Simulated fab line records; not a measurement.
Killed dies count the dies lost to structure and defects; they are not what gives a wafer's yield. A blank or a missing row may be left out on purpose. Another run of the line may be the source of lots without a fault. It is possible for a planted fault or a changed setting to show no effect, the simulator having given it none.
fab line records	flow n5-finfet	part 1 of 2: steps 1 to 7 of 8
record lots=8	wafers=24	last-day=18
route steps=1938 shown MOL_CONTACT_COAG@592 BEOL_M4@1111 PASSIVATION@1936
lots that met no fault: from a run of the same line without faults
start-h: hours from the record's first day to the start of the lot's first wafer shown	wait-h: hours elapsed since this lot's preceding step	" the same as in the row above	L1.1+2: several wafers, shown together as one row	- value missing, or start not given	* or withheld: withheld	< > ~ a bound
route shown NAME@n: a module of which the file shows steps, and the number in the route of the first	usual: mean/standard deviation taken from wafers without a fault	same: alike in all rows	chamber/n: place in a boat	sites: the reading at each site	_std_site: standard deviation of those values	_edge_site: the outer-site mean with the inner-site mean subtracted	radius-mm: how far each site lies from the wafer's centre	mask NAME#n: copy n	behind: the tool/chamber that last shaped the wafer	hold: reason for holding the lot/hours on hold/outcome of the hold	device: the n, p or np transistor that did not switch	end of line: at the end of the route, the tests of the same wafers	a step without rows: its recipe alone	killed: count of dies lost to structure and defects at first sort (not the wafer's yield)	map: per-die view of a wafer (x killed, . not killed, _ where there is no die)
set.NAME: the run value of the setting; set.NAME@STEP: its run value at that earlier step	model.NAME: the simulator's own value behind a step, which no gauge read
a sample of lots followed through the steps of the route, with each step as a table and each wafer as a row
services: from which hour (start-h, from the record's first day; less than 0 if before it) a tool's chamber was out of use, for how many hours, and why
## steps
# step N5_MOL_CONTACT_COAG_CD_MEAS_137
# recipe target-cd-nm=16
# usual cd-nm=15.9/0.48
lot.wafer	tool	chamber	start-h	wait-h	cd-nm
L375.2	cd-sem-01	-	108.57	0.0	15.4
L375.5	"	-	"	"	16.1
L375.6	"	-	"	"	15.7
L376.4	cd-sem-02	-	123.42	0.0	16.6
L376.5	"	-	"	"	16.1
L376.6	"	-	"	"	16.4
L377.1	cd-sem-01	-	127.88	0.0	15.9
L377.3	"	-	"	"	16.0
L377.6	"	-	"	"	15.8
L379.1	cd-sem-02	-	130.71	0.0	16.5
L379.3	"	-	"	"	16.1
L379.4	"	-	"	"	16.0
L380.3	cd-sem-02	-	134.33	0.0	15.7
L380.4	"	-	"	"	14.9
L380.5	"	-	"	"	14.7
L381.2	cd-sem-02	-	137.66	0.0	15.7
L381.3	"	-	"	"	16.2
L381.5	"	-	"	"	15.2
L389.2	cd-sem-02	-	191.32	0.0	15.9
L389.3	"	-	"	"	16.6
L389.6	"	-	"	"	15.8
L396.1	cd-sem-01	-	230.81	0.0	16.0
L396.3	"	-	"	"	16.4
L396.5	"	-	"	"	16.7
# step N5_MOL_CONTACT_COAG_DESCUM_45
# recipe chemistry=O2	time-s=7	source-power-w=50	bias-power-w=20	pressure-mtorr=20	rf-frequency-hz=2.712e+07	temp-c=40	resist=CAR-EUV	o2-flow-sccm=225
# usual drypump-motor-current-A=5.6/0.52	oes-product-au=0.77/0.086	rf-vpp-V=243.3/1.2	showerhead-plenum-p-Torr=2.12/0.058	throttle-valve-pct=20.5/0.35
# same time-s=7
lot.wafer	tool	chamber	start-h	wait-h	drypump-motor-current-A	oes-product-au	rf-hours-counter-h	rf-vpp-V	showerhead-plenum-p-Torr	throttle-valve-pct
L375.2	rie-diel-06	1	109.01	0.0	6.4	0.88	53	244.0	2.13	20.0
L375.5	"	2	"	"	5.4	0.69	-	244.9	2.16	20.6
L375.6	"	1	"	"	6.5	0.89	-	243.3	2.13	19.9
L376.4	rie-diel-06	2	123.94	0.1	5.4	0.69	244	244.7	2.16	20.6
L376.5	"	1	"	"	6.4	0.88	-	244.5	2.13	19.9
L376.6	"	0	"	"	5.3	0.77	-	245.5	2.15	20.4
L377.1	rie-diel-02	2	128.58	0.2	5.1	0.70	176	243.8	2.18	20.6
L377.3	"	3	"	"	5.3	0.68	232	243.0	2.17	20.8
L377.6	"	2	"	"	5.1	0.71	-	243.7	2.18	20.6
L379.1	rie-diel-05	2	131.15	0.0	5.9	0.86	40	241.0	2.05	20.2
L379.3	"	3	"	"	5.6	0.70	219	244.0	2.17	20.6
L379.4	"	1	"	"	4.9	0.73	167	243.0	2.09	20.2
L380.3	rie-diel-02	2	135.19	0.5	5.1	0.70	179	244.3	2.18	20.6
L380.4	"	0	"	"	6.1	0.70	204	244.4	2.18	21.0
L380.5	"	3	"	"	5.3	0.68	-	243.5	2.17	20.8
L381.2	rie-diel-06	2	138.72	0.7	5.4	0.68	248	244.5	2.16	20.6
L381.3	"	0	"	"	5.3	0.76	163	243.9	2.14	20.4
L381.5	"	1	"	"	6.4	0.87	-	242.7	2.13	20.0
L389.2	rie-diel-05	2	191.76	0.0	5.9	0.83	60	242.7	2.04	20.2
L389.3	"	0	"	"	6.3	0.80	122	241.2	1.98	20.1
L389.6	"	1	"	"	4.9	0.70	-	242.6	2.08	20.2
L396.1	rie-diel-02	1	231.49	0.2	5.7	0.75	153	242.2	2.12	20.8
L396.3	"	3	"	"	5.3	0.93	11	244.9	2.16	20.7
L396.5	"	2	"	"	5.1	0.69	-	244.7	2.16	20.6
# step N5_MOL_CONTACT_COAG_ETCHBACK_136
# recipe chemistry=CHF3	target=SiO2	target-depth-a=250	time-s=16.7	ion-energy-ev=200	pressure-mtorr=30	source-w=610	bias-w=170	Ar_flow_sccm=200	CHF3_flow_sccm=50
# usual drypump-motor-current-A=5.6/0.52	oes-product-au=0.77/0.083	rf-vpp-V=517/14	showerhead-plenum-p-Torr=2.40/0.054	throttle-valve-pct=18.74/0.27
# same time-s=16.7
lot.wafer	tool	chamber	start-h	wait-h	drypump-motor-current-A	oes-product-au	rf-hours-counter-h	rf-vpp-V	showerhead-plenum-p-Torr	throttle-valve-pct
L375.2	rie-diel-02	0	109.45	0.0	6.2	0.72	193	537	2.46	19.11
L375.5	"	2	"	"	5.1	0.73	-	517	2.47	18.84
L375.6	"	1	"	"	5.7	0.80	-	523	2.40	18.89
L376.4	rie-diel-06	1	125.14	0.0	6.5	0.86	57	525	2.42	18.23
L376.5	"	2	"	"	5.4	0.68	-	531	2.42	18.81
L376.6	"	3	"	"	4.8	0.92	-	532	2.34	18.19
L377.1	rie-diel-05	0	129.23	0.0	6.3	0.80	100	505	2.31	18.66
L377.3	"	2	"	"	5.9	0.87	39	495	2.34	18.52
L377.6	"	2	"	"	5.9	0.86	-	496	2.34	18.53
L379.1	rie-diel-05	0	131.63	0.0	6.3	0.80	101	506	2.31	18.65
L379.3	"	3	"	"	5.6	0.71	219	528	2.44	18.69
L379.4	"	1	"	"	4.9	0.70	167	514	2.41	18.65
L380.3	rie-diel-02	1	135.70	0.0	5.8	0.79	119	522	2.39	18.91
L380.4	"	0	"	"	6.2	0.71	204	537	2.46	19.13
L380.5	"	0	"	"	6.2	0.70	-	538	2.46	19.14
L381.2	rie-diel-06	2	139.25	0.0	5.4	0.67	248	532	2.42	18.81
L381.3	"	0	"	"	5.3	0.75	163	507	2.48	18.95
L381.5	"	1	"	"	6.5	0.85	-	524	2.41	18.23
L389.2	rie-diel-05	0	192.53	0.0	6.3	0.58	122	504	2.30	18.66
L389.3	"	3	"	"	5.6	0.69	239	529	2.43	18.72
L389.6	"	2	"	"	5.9	0.84	-	494	2.33	18.56
L396.1	rie-diel-02	2	231.93	0.0	5.1	0.69	213	518	2.45	18.91
L396.3	"	1	"	"	5.7	0.75	153	520	2.38	18.98
L396.5	"	2	"	"	5.1	0.69	-	515	2.45	18.92
# step N5_MOL_CONTACT_COAG_ETCH_124
# recipe chemistry=CH3F/O2	target=SiNx	target-depth-a=65	mask-material=SOC	stop-on=SiOC	over-etch-frac=0.3	ion-energy-ev=120	pressure-mtorr=30	source-w=395	bias-w=73	Ar_flow_sccm=150	CH3F_flow_sccm=30	O2_flow_sccm=20	ends=end-point
# usual CH3F_flow_sccm=30.00/0.086	O2_flow_sccm=20.00/0.062	drypump-motor-current-A=5.6/0.52	oes-product-au=0.66/0.067	rf-vpp-V=294/7.6	showerhead-plenum-p-Torr=2.02/0.049	throttle-valve-pct=16.34/0.29
lot.wafer	tool	chamber	start-h	wait-h	CH3F_flow_sccm	O2_flow_sccm	drypump-motor-current-A	oes-product-au	rf-hours-counter-h	rf-vpp-V	showerhead-plenum-p-Torr	throttle-valve-pct
L375.2	rie-diel-02	0	109.51	0.0	29.94	20.01	6.2	0.62	193	306	2.07	16.73
L375.5	"	2	"	"	30.00	19.89	5.1	0.63	-	294	2.08	16.43
L375.6	"	1	"	"	30.14	19.97	5.8	0.68	-	298	2.02	16.52
L376.4	rie-diel-06	1	125.21	0.0	30.00	20.05	6.5	0.72	57	298	2.03	15.82
L376.5	"	2	"	"	29.84	19.99	5.4	0.59	-	300	2.03	16.46
L376.6	"	3	"	"	29.95	19.99	4.8	0.79	-	301	1.96	15.73
L377.1	rie-diel-05	0	129.29	0.0	30.02	19.98	6.3	0.68	100	284	1.94	16.23
L377.3	"	2	"	"	30.13	20.16	5.9	0.75	39	281	1.96	16.10
L377.6	"	2	"	"	30.00	20.03	5.9	0.75	-	280	1.96	16.08
L379.1	rie-diel-05	0	131.69	0.0	29.95	20.03	6.3	0.69	101	287	1.94	16.23
L379.3	"	3	"	"	29.91	19.99	5.6	0.60	219	300	2.05	16.33
L379.4	"	1	"	"	30.03	19.93	4.9	0.61	167	292	2.02	16.25
L380.3	rie-diel-02	1	135.76	0.0	29.92	19.91	5.8	0.67	120	297	2.02	16.57
L380.4	"	0	"	"	29.82	19.99	6.1	0.61	204	303	2.07	16.76
L380.5	"	0	"	"	29.95	19.89	6.2	0.61	-	306	2.07	16.74
L381.2	rie-diel-06	2	139.31	0.0	30.04	19.98	5.4	0.59	248	302	2.03	16.47
L381.3	"	0	"	"	29.93	20.01	5.3	0.65	163	288	2.08	16.56
L381.5	"	1	"	"	30.20	19.97	6.4	0.72	-	300	2.03	15.82
L389.2	rie-diel-05	0	192.59	0.0	29.94	19.97	6.3	0.30	122	285	1.93	16.24
L389.3	"	3	"	"	30.19	20.08	5.6	0.60	239	299	2.04	16.36
L389.6	"	2	"	"	30.01	20.03	5.9	0.72	-	279	1.95	16.13
L396.1	rie-diel-02	2	231.99	0.0	30.13	20.04	5.1	0.60	213	294	2.07	16.51
L396.3	"	1	"	"	29.90	19.90	5.8	0.64	153	298	2.01	16.61
L396.5	"	2	"	"	30.07	20.01	5.1	0.60	-	295	2.07	16.53
# step N5_MOL_CONTACT_COAG_ETCH_48
# recipe chemistry=C4F6/O2	target-depth-a=150	overetch-a=45	mask-material=SOC	target=SiOC	bias-w=465	pressure-mtorr=10	time-s=17	source-w=335	Ar_flow_sccm=300	C4F6_flow_sccm=10	O2_flow_sccm=10	ion-energy-ev=576
# usual O2_flow_sccm=10.001/0.028	drypump-motor-current-A=5.6/0.53	oes-product-au=0.63/0.073	rf-vpp-V=1569/38	showerhead-plenum-p-Torr=2.86/0.064	throttle-valve-pct=40.5/0.38
# same time-s=17
lot.wafer	tool	chamber	start-h	wait-h	O2_flow_sccm	drypump-motor-current-A	oes-product-au	rf-hours-counter-h	rf-vpp-V	showerhead-plenum-p-Torr	throttle-valve-pct
L375.2	rie-diel-02	0	109.55	0.0	9.979	6.2	0.64	193	1630	2.94	41.0
L375.5	"	2	"	"	9.983	5.1	0.60	-	1571	2.95	40.9
L375.6	"	1	"	"	10.023	5.8	0.69	-	1589	2.87	40.9
L376.4	rie-diel-06	1	125.25	0.0	10.004	6.5	0.64	57	1589	2.88	40.4
L376.5	"	2	"	"	10.022	5.4	0.53	-	1606	2.88	39.6
L376.6	"	3	"	"	9.968	4.8	0.76	-	1612	2.78	40.0
L377.1	rie-diel-05	0	129.33	0.0	9.999	6.3	0.69	100	1534	2.76	40.3
L377.3	"	2	"	"	9.964	6.0	0.69	39	1509	2.79	40.5
L377.6	"	2	"	"	9.996	6.0	0.66	-	1508	2.79	40.5
L379.1	rie-diel-05	0	131.73	0.0	9.962	6.3	0.64	101	1533	2.76	40.3
L379.3	"	3	"	"	10.024	5.6	0.54	219	1602	2.91	40.4
L379.4	"	1	"	"	10.010	4.9	0.59	167	1562	2.87	40.3
L380.3	rie-diel-02	1	135.80	0.0	9.974	5.7	0.65	120	1588	2.87	40.9
L380.4	"	0	"	"	10.029	6.2	0.52	204	1629	2.93	40.9
L380.5	"	0	"	"	10.036	6.2	0.61	-	1628	2.93	40.9
L381.2	rie-diel-06	2	139.35	0.0	10.019	5.4	0.58	248	1604	2.87	39.6
L381.3	"	0	"	"	9.966	5.3	0.67	163	1539	2.96	40.8
L381.5	"	1	"	"	10.008	6.5	0.76	-	1588	2.88	40.4
L389.2	rie-diel-05	0	192.63	0.0	9.969	6.3	0.29	122	1533	2.75	40.2
L389.3	"	3	"	"	9.991	5.6	0.56	239	1601	2.90	40.4
L389.6	"	2	"	"	10.004	6.0	0.66	-	1507	2.78	40.5
L396.1	rie-diel-02	2	232.03	0.0	9.955	5.1	0.63	213	1570	2.93	41.0
L396.3	"	1	"	"	10.023	5.7	0.64	153	1586	2.85	40.9
L396.5	"	2	"	"	9.957	5.1	0.58	-	1569	2.93	40.9
# step N5_MOL_CONTACT_COAG_CVD_140
# recipe material=W	target-thk-a=665	mode=selective-fill	temp-c=300	time-s=215
# usual heater-power-w=512/60
# same time-s=215
lot.wafer	tool	chamber	start-h	wait-h	heater-power-w
L375.2	cvd-w-01	1	109.96	0.1	413
L375.5	"	0	"	"	532
L375.6	"	1	"	"	407
L376.4	cvd-w-01	1	125.74	0.1	420
L376.5	"	1	"	"	409
L376.6	"	0	"	"	550
L377.1	cvd-w-01	0	129.75	0.1	534
L377.3	"	1	"	"	421
L377.6	"	0	"	"	556
L379.1	cvd-w-02	1	132.18	0.1	518
L379.3	"	0	"	"	559
L379.4	"	1	"	"	524
L380.3	cvd-w-02	1	136.29	0.1	528
L380.4	"	0	"	"	559
L380.5	"	1	"	"	512
L381.2	cvd-w-01	0	139.76	0.1	545
L381.3	"	0	"	"	534
L381.5	"	0	"	"	543
L389.2	cvd-w-01	1	193.05	0.1	414
L389.3	"	1	"	"	400
L389.6	"	1	"	"	398
L396.1	cvd-w-02	1	232.45	0.1	526
L396.3	"	0	"	"	557
L396.5	"	0	"	"	563
# step N5_BEOL_M4_RC_MEAS_101
# usual DIBL_N=36.5/2.2	DIBL_P=36.9/2.9	IOFF_N=0.17/0.044	IOFF_P=0.22/0.052	ION_N=671/16	ION_P=461/10	SS_N=71.6/0.73	SS_P=73.5/0.79	VT_N=250/4.1	VT_P=-250/4.1
lot.wafer	tool	chamber	start-h	wait-h	DIBL_N[mV/V]	DIBL_P[mV/V]	IOFF_N[nA/um]	IOFF_P[nA/um]	ION_N[uA/um]	ION_P[uA/um]	SS_N[mV/dec]	SS_P[mV/dec]	VT_N[mV]	VT_P[mV]
L375.2	prober-02	0	196.53	0.2	35.9	36.2	0.15	0.21	666	459	70.7	73.0	249	-249
L375.5	"	0	"	"	36.7	36.3	0.15	0.20	656	453	71.3	73.7	250	-252
L375.6	"	0	"	"	35.2	36.0	0.14	0.21	664	461	71.9	73.2	253	-248
L376.4	prober-01	0	203.46	0.5	34.2	34.5	0.11	0.18	655	451	71.1	72.1	258	-254
L376.5	"	0	"	"	37.0	38.1	0.16	0.22	655	448	72.2	73.3	250	-252
L376.6	"	0	"	"	35.7	37.1	0.13	0.21	668	463	71.2	72.9	252	-251
L377.1	prober-01	0	207.00	0.0	37.2	35.2	0.16	0.19	653	439	72.2	72.8	253	-253
L377.3	"	0	"	"	35.6	36.2	0.14	0.22	658	462	71.2	72.7	254	-250
L377.6	"	0	"	"	36.1	35.9	0.15	0.22	670	457	71.4	73.2	253	-251
L379.1	prober-02	0	207.74	0.0	36.2	37.7	0.19	0.27	680	476	71.6	73.3	245	-245
L379.3	"	0	"	"	35.3	36.1	0.17	0.24	671	462	70.7	73.0	249	-247
L379.4	"	0	"	"	36.0	37.1	0.16	0.24	668	467	71.7	74.0	251	-249
L380.3	prober-01	0	213.08	0.3	37.5	38.7	0.20	0.24	692	466	72.0	74.6	246	-251
L380.4	"	0	"	"	34.3	35.8	0.14	0.20	654	450	71.6	73.7	253	-252
L380.5	"	0	"	"	36.0	36.9	0.16	0.20	671	457	72.1	73.9	251	-249
L381.2	prober-01	0	219.46	0.2	37.2	36.5	0.16	0.25	671	462	71.9	73.6	252	-246
L381.3	"	0	"	"	33.1	31.3	0.11	0.18	648	447	71.2	73.2	255	-248
L381.5	"	0	"	"	36.8	36.6	0.16	0.24	660	462	71.2	73.8	250	-247
L389.3	prober-01	0	291.50	0.6	38.2	39.8	0.20	0.25	684	468	72.4	73.7	249	-249
L389.6	"	0	"	"	37.2	38.8	0.19	0.24	687	463	72.5	73.9	245	-248
L396.1	prober-01	0	317.82	0.0	35.3	35.5	0.14	0.18	666	461	70.9	73.1	250	-252
L396.3	"	0	"	"	38.1	38.7	0.18	0.23	674	463	71.7	74.3	247	-249
L396.5	"	0	"	"	37.8	39.4	0.17	0.25	668	461	71.4	74.4	248	-252
## key
first-sign step=N5_MOL_CONTACT_COAG_ETCH_124	reading=oes-product-au	direction=down	sigmas=5.4	usual=0.66	struck=0.30
effect step=N5_MOL_CONTACT_COAG_ETCH_48	reading=oes-product-au	direction=down	sigmas=4.6	usual=0.63	struck=0.29
effect step=N5_PASSIVATION_PROBE_49	reading=killed-at-contacts	direction=up	sigmas=99+	usual=12	struck=1092
more-kills-born-at N5_MOL_CONTACT_COAG_ETCH_48@rie-diel-05=1084
met-at N5_MOL_CONTACT_COAG_ETCHBACK_136
struck-lots L389
struck-wafers L389.2
later-rows-left-out L389.2
baseline-loss step=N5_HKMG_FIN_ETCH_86	wafers=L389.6
not-acting-at N5_MOL_CONTACT_COAG_CD_MEAS_137,N5_MOL_CONTACT_COAG_DESCUM_45,N5_MOL_CONTACT_COAG_CVD_140
onset-between 131.63 192.53
fault kind=process-parameter-drift	tool=rie-diel-05	chamber=-	onset-h=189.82	steps=N5_MOL_CONTACT_COAG_ETCHBACK_136	channel=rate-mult	offset=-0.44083	shape=step	end-h=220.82	scope=struck-wafers-only
# later-rows-left-out: the simulator's readings of these wafers behind a module that went badly wrong aren't trusted and aren't shown, but for the sort
# baseline-loss: these wafers lose ten dies or more at that step, a loss of the line's own and not of a fault; the sort's usual values leave them out
